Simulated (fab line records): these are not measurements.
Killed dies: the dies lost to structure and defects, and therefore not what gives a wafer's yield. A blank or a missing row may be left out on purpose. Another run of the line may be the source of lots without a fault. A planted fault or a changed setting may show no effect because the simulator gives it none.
Chamber matching	flow n5-finfet	N5_BEOL_M0_STRIP_142 on rie-diel-05: 4 sister chambers
The step strips in N2/H2, time 10 s. 8 wafers are shown with their chamber, then 7 later ones without.

== EACH WAFER AND ITS CHAMBER ==
wafer	chamber	throttle-valve-pct (%)	showerhead-plenum-p-Torr (Torr)
L083.5	1	23.67	2.41
L084.2	0	24.16	2.53
L084.5	1	23.67	2.41
L084.6	2	23.47	2.55
L087.5	3	23.32	2.51
L087.6	0	24.16	2.52
L086.1	3	23.33	2.51
L086.3	2	23.48	2.55

== WAFERS WITHOUT THEIR CHAMBER ==
wafer	throttle-valve-pct (%)	showerhead-plenum-p-Torr (Torr)
L086.4	24.16	2.52
L089.1	23.49	2.55
L089.3	23.34	2.51
L089.4	23.69	2.40
L097.3	24.18	2.52
L097.4	23.36	2.50
L097.6	24.19	2.52

== EACH ONE'S CHAMBER ==
wafer	from the rows above	in truth
L086.4	0	0
L089.1	2	2
L089.3	3	3
L089.4	1	1
L097.3	0	0
L097.4	3	3
L097.6	0	0
7 of 7 placed correctly. Left unplaced by these rows: 0. Wrongly placed: 0.
How it was worked out, from the rows above alone: a wafer's distance from a chamber is the root of the sum, over the readings, of the square of ((its reading less the chamber's mean) divided by the reading's scatter). The wafer belongs to the nearest chamber; if the next one is less than 2 further off, it can't be placed. A chamber's mean is the mean of its shown wafers. The scatter: take each reading less its chamber's mean, square it, sum over the shown wafers, divide by the number of wafers less the number of chambers, and take the root.
